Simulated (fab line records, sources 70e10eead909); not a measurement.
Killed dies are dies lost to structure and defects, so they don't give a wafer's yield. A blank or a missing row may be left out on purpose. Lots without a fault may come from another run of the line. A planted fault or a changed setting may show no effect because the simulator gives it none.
Chamber matching | flow nand_harc | NHARC_THIN_TSV_ETCHBACK_48 on rie_diel-05: 4 sister chambers
The step etches the open film in C4F8/Ar, target depth 1028.5 nm, time 405.17 s. 7 wafers are shown with their chamber, then 8 later ones without.

WAFERS WITH THEIR CHAMBER
wafer  | chamber | rf_vpp_V (V) | oes_product_au (a.u.)
L253.5 | 0       | 544.6        | 0.92
L261.6 | 0       | 545.1        | 0.94
L262.5 | 2       | 542.4        | 0.93
L268.2 | 2       | 543.9        | 0.93
L268.3 | 3       | 545.7        | 0.93
L268.6 | 1       | 544.2        | 0.93
L269.1 | 1       | 544.1        | 1.00

WAFERS WITHOUT THEIR CHAMBER
wafer  | rf_vpp_V (V) | oes_product_au (a.u.)
L269.3 | 545.4        | 1.00
L269.6 | 544.7        | 1.00
L271.1 | 543.3        | 0.93
L271.2 | 543.9        | 0.93
L271.5 | 541.2        | 0.93
L272.2 | 544.3        | 0.93
L272.3 | 543.2        | 0.93
L272.5 | 542.0        | 0.93

WHICH CHAMBER EACH WENT THROUGH
wafer  | from the rows above               | in truth
L269.3 | can't be placed: 1 or 3 or 0 or 2 | 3
L269.6 | can't be placed: 1 or 0 or 3 or 2 | 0
L271.1 | can't be placed: 2 or 1           | 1
L271.2 | can't be placed: 2 or 1 or 0 or 3 | 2
L271.5 | can't be placed: 2 or 1           | 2
L272.2 | can't be placed: 0 or 1 or 2 or 3 | 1
L272.3 | can't be placed: 2 or 1           | 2
L272.5 | can't be placed: 2 or 1           | 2
Placed correctly: 0 of 8. Can't be placed from these rows: 8 (the true chamber is among the candidates in 8). Placed wrongly: 0.
How it was worked out, from the rows above alone: a wafer's distance from a chamber is the root of the sum, over the readings, of the square of ((its reading less the chamber's mean) divided by the reading's scatter). The wafer belongs to the nearest chamber; if the next one is less than 2 further off, it can't be placed. A chamber's mean is the mean of its shown wafers. The scatter: the root of (the sum of the squares of (reading less its chamber's mean) over the shown wafers, divided by (wafers less chambers)).
